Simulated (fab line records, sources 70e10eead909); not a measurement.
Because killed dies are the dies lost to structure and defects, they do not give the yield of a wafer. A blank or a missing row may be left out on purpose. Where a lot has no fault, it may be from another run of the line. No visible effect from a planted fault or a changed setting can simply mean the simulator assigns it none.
Chamber matching || flow nand_harc || NHARC_P_CONTACT_DEP_30 on pecvd-03: 3 sister chambers
The step deposits SiNx, target thk 30 nm. 16 wafers are shown with their chamber, then 8 later ones without.

## WAFERS PAIRED WITH THEIR CHAMBERS
{"wafer": "L080.1", "chamber": 2, "heater_power_w (W)": 801}
{"wafer": "L080.5", "chamber": 2, "heater_power_w (W)": 778}
{"wafer": "L080.6", "chamber": 0, "heater_power_w (W)": 708}
{"wafer": "L086.1", "chamber": 1, "heater_power_w (W)": 731}
{"wafer": "L086.2", "chamber": 0, "heater_power_w (W)": 730}
{"wafer": "L086.6", "chamber": 2, "heater_power_w (W)": 691}
{"wafer": "L085.1", "chamber": 1, "heater_power_w (W)": 732}
{"wafer": "L085.4", "chamber": 2, "heater_power_w (W)": 784}
{"wafer": "L085.6", "chamber": 0, "heater_power_w (W)": 684}
{"wafer": "L090.1", "chamber": 2, "heater_power_w (W)": 683}
{"wafer": "L090.4", "chamber": 0, "heater_power_w (W)": 670}
{"wafer": "L090.6", "chamber": 2, "heater_power_w (W)": 654}
{"wafer": "L089.1", "chamber": 0, "heater_power_w (W)": 733}
{"wafer": "L089.3", "chamber": 2, "heater_power_w (W)": 789}
{"wafer": "L089.6", "chamber": 1, "heater_power_w (W)": 742}
{"wafer": "L093.1", "chamber": 2, "heater_power_w (W)": 708}

SIGNATURES (means of the wafers above)
{"reading": "heater_power_w", "chamber 0": 705.00, "chamber 1": 735.00, "chamber 2": 736.00, "scatter within a chamber": 45.2}
Rule: for each reading, subtract the chamber's mean from the wafer's reading, divide by that reading's scatter and square the result; add these up over the readings and take the root, which gives the wafer's distance from the chamber. The wafer belongs to the nearest chamber; if the next one is less than 2 further off, it can't be placed. The scatter is the square root of a quotient: the sum, over the shown wafers, of each reading's squared deviation from its chamber's mean, divided by wafers minus chambers.

## WAFERS WHOSE CHAMBER IS MISSING
{"wafer": "L093.3", "heater_power_w (W)": 644}
{"wafer": "L093.6", "heater_power_w (W)": 740}
{"wafer": "L095.3", "heater_power_w (W)": 775}
{"wafer": "L095.4", "heater_power_w (W)": 820}
{"wafer": "L095.5", "heater_power_w (W)": 683}
{"wafer": "L096.1", "heater_power_w (W)": 787}
{"wafer": "L096.2", "heater_power_w (W)": 650}
{"wafer": "L096.6", "heater_power_w (W)": 768}

## EACH ONE'S CHAMBER
{"wafer": "L093.3", "from the rows above": "can't be placed: 0 or 1 or 2", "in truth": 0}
{"wafer": "L093.6", "from the rows above": "can't be placed: 2 or 1 or 0", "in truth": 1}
{"wafer": "L095.3", "from the rows above": "can't be placed: 2 or 1 or 0", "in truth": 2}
{"wafer": "L095.4", "from the rows above": "can't be placed: 2 or 1 or 0", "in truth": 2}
{"wafer": "L095.5", "from the rows above": "can't be placed: 0 or 1 or 2", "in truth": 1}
{"wafer": "L096.1", "from the rows above": "can't be placed: 2 or 1 or 0", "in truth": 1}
{"wafer": "L096.2", "from the rows above": "can't be placed: 0 or 1 or 2", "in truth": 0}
{"wafer": "L096.6", "from the rows above": "can't be placed: 2 or 1 or 0", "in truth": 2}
Placed correctly: 0 of 8. From these rows, 8 cannot be placed; in 8 the true chamber is one of the candidates. Number placed wrongly: 0.
